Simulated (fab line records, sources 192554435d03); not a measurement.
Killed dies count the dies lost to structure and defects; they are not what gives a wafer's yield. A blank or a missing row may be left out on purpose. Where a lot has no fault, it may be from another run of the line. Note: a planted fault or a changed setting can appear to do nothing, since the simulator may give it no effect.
Chamber matching || flow n5Finfet || rieDiel-01 running N5_BEOL_M1_ETCH_63: 4 sister chambers
The step etches SiARC in CF4, target depth 15.6 nm, time 26 s. 4 wafers are shown with their chamber, then 8 later ones without.

WAFERS, EACH WITH ITS CHAMBER
{"wafer": "L089.1", "chamber": 1, "showerheadPlenumPTorr (Torr)": 2.27}
{"wafer": "L089.2", "chamber": 3, "showerheadPlenumPTorr (Torr)": 2.13}
{"wafer": "L089.6", "chamber": 2, "showerheadPlenumPTorr (Torr)": 2.20}
{"wafer": "L090.1", "chamber": 0, "showerheadPlenumPTorr (Torr)": 2.19}

WAFERS WITH NO CHAMBER GIVEN
{"wafer": "L090.4", "showerheadPlenumPTorr (Torr)": 2.13}
{"wafer": "L090.5", "showerheadPlenumPTorr (Torr)": 2.19}
{"wafer": "L092.1", "showerheadPlenumPTorr (Torr)": 2.18}
{"wafer": "L092.2", "showerheadPlenumPTorr (Torr)": 2.27}
{"wafer": "L092.5", "showerheadPlenumPTorr (Torr)": 2.13}
{"wafer": "L094.1", "showerheadPlenumPTorr (Torr)": 2.19}
{"wafer": "L094.4", "showerheadPlenumPTorr (Torr)": 2.18}
{"wafer": "L094.5", "showerheadPlenumPTorr (Torr)": 2.19}

WHICH CHAMBER EACH ONE RAN IN
{"wafer": "L090.4", "from the rows above": 3, "in truth": 3}
{"wafer": "L090.5", "from the rows above": 0, "in truth": 0}
{"wafer": "L092.1", "from the rows above": 0, "in truth": 0}
{"wafer": "L092.2", "from the rows above": 1, "in truth": 1}
{"wafer": "L092.5", "from the rows above": 3, "in truth": 3}
{"wafer": "L094.1", "from the rows above": 0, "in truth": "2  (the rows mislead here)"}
{"wafer": "L094.4", "from the rows above": 0, "in truth": 0}
{"wafer": "L094.5", "from the rows above": 0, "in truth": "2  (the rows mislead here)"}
Placed correctly: 6 of 8. Number that these rows cannot place: 0. 2 placed wrongly.
How it was worked out, from the rows above alone: a wafer's distance from a chamber is the root of the sum, over the readings, of the square of ((its reading less the chamber's mean) divided by the reading's scatter). If the next closest chamber is less than 2 further off than the closest, the wafer can't be placed; otherwise it belongs to the closest. Each chamber's mean is taken over the wafers shown for it. The scatter (one wafer shown for each chamber): square how far every hidden wafer sits from the nearest shown wafer, average those squares and take the square root.
